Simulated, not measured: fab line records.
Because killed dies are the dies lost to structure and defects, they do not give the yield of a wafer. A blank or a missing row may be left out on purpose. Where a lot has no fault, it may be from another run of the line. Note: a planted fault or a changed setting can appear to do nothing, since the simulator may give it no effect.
Chamber matching || flow n5Finfet || 4 sister chambers for N5_GATE_CUT_CMP_43 on cmp-01
The step polishes SiO2. 4 wafers are shown with their chamber, then 8 later ones without.

WAFERS, EACH WITH ITS CHAMBER
{"wafer": "L089.2", "chamber": 3, "motorCurrentA (A)": 11.1}
{"wafer": "L089.4", "chamber": 0, "motorCurrentA (A)": 10.9}
{"wafer": "L089.6", "chamber": 1, "motorCurrentA (A)": 15.2}
{"wafer": "L094.4", "chamber": 2, "motorCurrentA (A)": 12.1}

WAFERS WHOSE CHAMBER IS MISSING
{"wafer": "L094.5", "motorCurrentA (A)": 12.5}
{"wafer": "L094.6", "motorCurrentA (A)": 11.3}
{"wafer": "L095.1", "motorCurrentA (A)": 10.9}
{"wafer": "L095.5", "motorCurrentA (A)": 12.4}
{"wafer": "L095.6", "motorCurrentA (A)": 11.3}
{"wafer": "L097.1", "motorCurrentA (A)": 11.3}
{"wafer": "L097.4", "motorCurrentA (A)": 12.2}
{"wafer": "L097.5", "motorCurrentA (A)": 11.1}

CHAMBER TAKEN BY EACH
{"wafer": "L094.5", "from the rows above": 2, "in truth": 2}
{"wafer": "L094.6", "from the rows above": "can't be placed: 3 or 0", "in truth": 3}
{"wafer": "L095.1", "from the rows above": "can't be placed: 0 or 3", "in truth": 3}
{"wafer": "L095.5", "from the rows above": 2, "in truth": 2}
{"wafer": "L095.6", "from the rows above": "can't be placed: 3 or 0", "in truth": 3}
{"wafer": "L097.1", "from the rows above": "can't be placed: 3 or 0", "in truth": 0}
{"wafer": "L097.4", "from the rows above": 2, "in truth": 2}
{"wafer": "L097.5", "from the rows above": "can't be placed: 3 or 0", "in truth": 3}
Correctly placed: 3 of 8. These rows do not allow placing 5 (true chamber among the candidates in 5). 0 placed wrongly.
How it was worked out, from the rows above alone: a wafer's distance from a chamber is the root of the sum, over the readings, of the square of ((its reading less the chamber's mean) divided by the reading's scatter). If the next closest chamber is less than 2 further off than the closest, the wafer can't be placed; otherwise it belongs to the closest. A chamber's mean is the mean of its shown wafers. The scatter: root of mean squared gap, hidden wafer to nearest shown wafer, with one shown wafer a chamber.
